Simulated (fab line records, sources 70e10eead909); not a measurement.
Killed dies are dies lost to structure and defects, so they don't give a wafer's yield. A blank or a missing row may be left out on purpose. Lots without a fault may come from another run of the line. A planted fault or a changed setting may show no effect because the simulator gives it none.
Chamber matching | flow nand_harc | NHARC_P_ZERO_WELL_DESCUM_39 on rie_diel-01: 4 sister chambers
The step chemistry O2, time 3 s. 14 wafers are shown with their chamber, then 7 later ones without.

WAFERS WITH THEIR CHAMBER
wafer  | chamber | showerhead_plenum_p_Torr (Torr) | drypump_motor_current_A (A) | rf_vpp_V (V)
L864.4 | 2       | 2.06                            | 5.7                         | 58.7
L864.5 | 1       | 1.81                            | 5.6                         | 58.2
L864.6 | 0       | 1.78                            | 5.3                         | 56.3
L868.2 | 0       | 1.78                            | 5.4                         | 56.2
L868.3 | 3       | 1.87                            | 6.5                         | 57.4
L868.5 | 1       | 1.81                            | 5.7                         | 58.5
L875.3 | 1       | 1.80                            | 5.6                         | 57.2
L875.4 | 2       | 2.05                            | 5.7                         | 56.9
L875.6 | 3       | 1.86                            | 6.5                         | 58.4
L877.2 | 1       | 1.80                            | 5.6                         | 57.7
L877.3 | 2       | 2.05                            | 5.8                         | 59.0
L877.5 | 1       | 1.80                            | 5.6                         | 57.3
L878.3 | 1       | 1.80                            | 5.7                         | 57.4
L878.4 | 3       | 1.86                            | 6.5                         | 56.8

SIGNATURES (means of the wafers above)
reading                  | chamber 0 | chamber 1 | chamber 2 | chamber 3 | scatter within a chamber
showerhead_plenum_p_Torr | 1.7800    | 1.8033    | 2.0533    | 1.8633    | 0.00516
drypump_motor_current_A  | 5.350     | 5.633     | 5.733     | 6.500     | 0.05
rf_vpp_V                 | 56.250    | 57.717    | 58.200    | 57.533    | 0.727
Rule: a wafer's distance from a chamber is the root of the sum, over the readings, of the square of ((its reading less the chamber's mean) divided by the reading's scatter). The wafer belongs to the nearest chamber; if the next one is less than 2 further off, it can't be placed. The scatter: the root of (the sum of the squares of (reading less its chamber's mean) over the shown wafers, divided by (wafers less chambers)).

WAFERS WITHOUT THEIR CHAMBER
wafer  | showerhead_plenum_p_Torr (Torr) | drypump_motor_current_A (A) | rf_vpp_V (V)
L878.6 | 1.77                            | 5.4                         | 56.0
L882.2 | 2.07                            | 5.4                         | 58.0
L882.5 | 2.04                            | 5.8                         | 58.1
L882.6 | 1.80                            | 5.6                         | 57.4
L884.1 | 1.80                            | 5.6                         | 58.2
L884.2 | 2.07                            | 5.4                         | 58.9
L884.5 | 2.07                            | 5.4                         | 58.5

WHICH CHAMBER EACH WENT THROUGH
wafer  | from the rows above | in truth
L878.6 | 0                   | 0
L882.2 | 2                   | 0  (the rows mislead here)
L882.5 | 2                   | 2
L882.6 | 1                   | 1
L884.1 | 1                   | 1
L884.2 | 2                   | 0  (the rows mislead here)
L884.5 | 2                   | 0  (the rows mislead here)
Placed correctly: 4 of 7. Can't be placed from these rows: 0. Placed wrongly: 3.
